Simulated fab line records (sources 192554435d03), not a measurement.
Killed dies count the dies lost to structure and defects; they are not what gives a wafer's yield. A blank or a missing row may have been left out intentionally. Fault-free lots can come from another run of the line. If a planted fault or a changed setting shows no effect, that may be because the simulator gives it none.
Struck lot and sound lot, side by side / flow n5-finfet / 26 out of 1938 route steps
Sound: these wafers, L722.2, L722.4, L722.5. Wafers L727.3, L727.5, L727.6 were the ones struck. At the end, the cause is stated.
Order at every step that has rows: each side's tool, ch and its chambers, its first start. Under that, the readings that differ: sound wafers / struck wafers / difference of the means / sigmas: that difference in standard deviations of wafers without a fault.
alike: readings whose means differ by less than 2 such deviations, and words and numbers that are the same on both sides. not compared: withheld readings, readings that some wafer has no value for, bounds like >300 that may hide the same value, and numbers for which the record gives no deviation and whose values overlap.
The two part at a step that has a row with sigmas, a row that says differs or no value, or rows on one side only. Non-overlapping numbers with no deviation appear without sigmas and do not part them. A reading missing from all wafers of one side parts the sides only when that side holds two or more wafers.

first, 1 step without rows for these wafers: N5_FIN_SAQP_SRD_01 (time 30 s).
N5_FIN_SAQP_ALD_61: deposits SiO2, target thk 4 nm, pulse time 1 s, purge time 2 s.
  sound on ald-sin-04 ch 0,1,2, day 2 20:28; struck on ald-sin-04 ch 1,2, day 4 02:28
  alike: heater-power-w, precursor-pulse-height-rel
then, 2 steps without rows for these wafers: N5_FIN_SAQP_DENSIFY_62 (time 60 s); N5_FIN_SAQP_HM_DEP_03 (deposits SiNx from SiH4/NH3/N2, target thk 38 nm, time 33.6 s).
N5_FIN_SAQP_THK_MEAS_05:
  sound: film-metro-01 at day 2 21:21; struck: film-metro-02 at day 4 02:58
  alike: thk-nm
N5_FIN_SAQP_PECVD_47: deposits a-Si from SiH4/He, target thk 45 nm, time 36.3 s.
  sound on pecvd-02 ch 0,2, day 2 21:23; struck on pecvd-04 ch 1,2, day 4 03:01
reading=heater-power-w (W); sound=643 665 857; struck=903 1053 897; difference=+229; sigmas=+2
  alike: showerhead-plenum-p-Torr, throttle-valve-pct
N5_FIN_SAQP_PECVD_48: deposits SiNx from SiH4/NH3/N2, target thk 25 nm, time 22.1 s.
  sound on pecvd-02 ch 0,2, day 2 21:26; struck on pecvd-04 ch 1,2, day 4 03:05
  alike: heater-power-w, showerhead-plenum-p-Torr, throttle-valve-pct
then, 1 step without rows for these wafers: N5_FIN_SAQP_PECVD_06 (deposits a-Si from SiH4/He, target thk 60 nm, time 48.1 s).
N5_FIN_SAQP_THK_MEAS_07:
  sound: film-metro-02 at day 2 21:34; struck: film-metro-01 at day 4 03:14
  alike: thk-nm
N5_FIN_SAQP_HM_DEP_72: deposits SiO2 from SiH4/N2O, target thk 12 nm, time 7.2 s.
  sound on pecvd-02 ch 0,1, day 2 21:35; struck on pecvd-01 ch 0,1,2, day 4 03:17
  alike: heater-power-w, showerhead-plenum-p-Torr
then, 2 steps without rows for these wafers: N5_FIN_SAQP_COAT_49 (time 60 s, resist thk 100 nm); N5_FIN_SAQP_COAT_50 (time 60 s, resist thk 35 nm).
N5_FIN_SAQP_COAT_10: resist thk 90 nm.
  sound on litho-track-05 ch 0, day 2 21:41; struck on litho-track-02 ch 0, day 4 03:22
reading=spin-speed-rpm (rpm); sound=1501.7 1498.0 1500.1; struck=1425.3 1426.0 1423.7; difference=-74.9; sigmas=-77
reading=model.CAR-ArF_of_FIN_SAQP_COAT_10.thk-nm (nm); sound=90.03 90.04 89.74; struck=92.64 92.78 92.49; difference=+2.70; sigmas=
then, 5 steps without rows for these wafers: N5_FIN_SAQP_EBR_12; N5_FIN_SAQP_SOFTBAKE_11 (time 60 s); N5_FIN_SAQP_EXPOSE_13 (exposes mask FIN CORE, target cd 35.6 nm); N5_FIN_SAQP_PEB_14 (peb time 60 s); N5_FIN_SAQP_DEVELOP_15 (develop time 30 s).
N5_FIN_SAQP_CD_MEAS_16: the cd target is 35.6 nm.
  sound on cd-sem-01 ch 0, day 2 22:02; struck on cd-sem-02 ch 0, day 4 03:44
  alike: cd-nm
N5_FIN_SAQP_OVL_MEAS_17:
  sound on overlay-01 ch 0, day 2 22:05; struck on overlay-01 ch 0, day 4 03:46
  alike: FIN_CORE_OVL
N5_FIN_SAQP_INSPECT_18: inspects for defects (brightfield).
  sound: defect-inspect-02 at day 2 22:07; struck: defect-inspect-02 at day 4 03:47
  alike: raw-defect-count
N5_FIN_SAQP_DESCUM_21: chemistry O2, time 7.9 s.
  sound on rie-diel-03 ch 0,1,2, day 2 22:14; struck on rie-diel-04 ch 1,2, day 4 03:49
  alike: drypump-motor-current-A, oes-product-au, rf-vpp-V, showerhead-plenum-p-Torr, throttle-valve-pct
  not compared: rf-hours-counter-h
N5_FIN_SAQP_ETCH_51: etches SiARC in CF4, target depth 45.5 nm, time 75.8 s.
  sound on rie-diel-03 ch 0,1,2, day 2 22:16; struck on rie-diel-04 ch 1,2, day 4 03:51
reading=model.CAR-ArF_of_FIN_SAQP_COAT_10.thk-nm (nm); sound=51.18 51.1 50.71; struck=53.51 53.57 53.38; difference=+2.49; sigmas=
  alike: drypump-motor-current-A, etch-rf-on-time-s, oes-product-au, rf-vpp-V, showerhead-plenum-p-Torr, throttle-valve-pct
  not compared: rf-hours-counter-h
then, 1 step without rows for these wafers: N5_FIN_SAQP_ETCH_52 (etches SOC in N2/H2, target depth 100 nm, overetch 20 nm, time 150 s).
-- a jump in the record: the struck wafers' starts before and after are 7 days apart (it breaks off in module FIN_SAQP and resumes in module BEOL_M4, where the first step shown is number 1111 of the route) --
N5_BEOL_M4_RC_MEAS_101:
  sound on prober-02 ch 0, day 8 10:20; struck on prober-01 ch 0, day 10 17:47
  alike: DIBL_N, DIBL_P, IOFF_N, IOFF_P, ION_N, ION_P, SS_N, SS_P, VT_N, VT_P
-- the record jumps here: 4 days lie between the struck wafers' starts before and after (it left off in module BEOL_M4 and takes up again in module PASSIVATION, whose first step shown is number 1936 of the route) --
N5_PASSIVATION_PROBE_49:
  the record has rows for the struck wafers here (prober-02, day 14 20:47) and none for the sound ones

WHERE THEY PART
First at N5_FIN_SAQP_PECVD_47; last, within this record, at N5_PASSIVATION_PROBE_49.

WHY: what the simulator had put in
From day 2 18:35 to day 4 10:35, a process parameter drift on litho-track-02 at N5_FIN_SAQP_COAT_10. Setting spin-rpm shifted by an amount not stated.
